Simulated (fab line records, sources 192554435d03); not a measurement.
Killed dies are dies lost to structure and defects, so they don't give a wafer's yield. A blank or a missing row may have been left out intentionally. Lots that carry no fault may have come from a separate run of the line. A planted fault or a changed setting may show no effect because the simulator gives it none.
Which of the tools did it? | flow n5_finfet | 11 lots (32 wafers sampled), 1 step of a 1938-step route

## WHAT THE GAUGES SHOWED, per wafer
N5_BEOL_M7_OVL_MEAS_29. Usual: V6_OVL typically reads 0.2 nm, with standard deviation 0.54.
lot  | measured     | on         | V6_OVL (nm)   | flag
L841 | day 8 22:00  | overlay-01 | -0.4 0.2 0.0  |
L842 | day 9 07:28  | overlay-02 | -0.4 0.2 0.0  |
L843 | day 9 18:37  | overlay-02 | 1.4 0.6       |
L844 | day 9 21:40  | overlay-02 | -0.1 1.3 -0.2 |
L848 | day 11 05:36 | overlay-02 | 0.0 0.3 0.5   |
L850 | day 11 10:38 | overlay-02 | -0.6 0.4 -0.2 |
L849 | day 11 23:10 | overlay-02 | 0.4 -0.3 -0.1 |
L856 | day 12 22:06 | overlay-02 | 1.0 0.7 0.5   |
L851 | day 12 22:16 | overlay-01 | 0.5 1.5 0.8   |
L859 | day 14 00:45 | overlay-01 | 0.6 -0.1 -0.2 |
L863 | day 15 06:52 | overlay-02 | 1.6 1.3 0.6   |

## WHICH TOOL RAN EACH LOT (tool, then ch and the chambers of the sampled wafers, then the start)
No process step before these readings appears in the record.

## AS READ BY THE TOOLS THEMSELVES (means over the sampled wafers that have a number; for cases with no such wafer, the mark the record gives instead)
The record holds no such reading with a usual standard deviation.

## THE ANSWER, worked out from the rows above alone
Rule: a lot counts as off when the mean over its wafers that have a number is more than 3 standard deviations away from the usual mean. Also off: a lot with no number at a reading for which 4 or more lots have one. All remaining lots with rows at the step are treated as sound. The gauges are gone through in route order, then the tools' own readings, and for those a lot's mean is taken as printed above. At the first step where some lot is off, the reading lying furthest off is the one used; lots without a number count as furthest.
Across all readings shown, no lot is off: no conclusion can be drawn from this.

## WHAT THE SIMULATOR HAD PUT IN
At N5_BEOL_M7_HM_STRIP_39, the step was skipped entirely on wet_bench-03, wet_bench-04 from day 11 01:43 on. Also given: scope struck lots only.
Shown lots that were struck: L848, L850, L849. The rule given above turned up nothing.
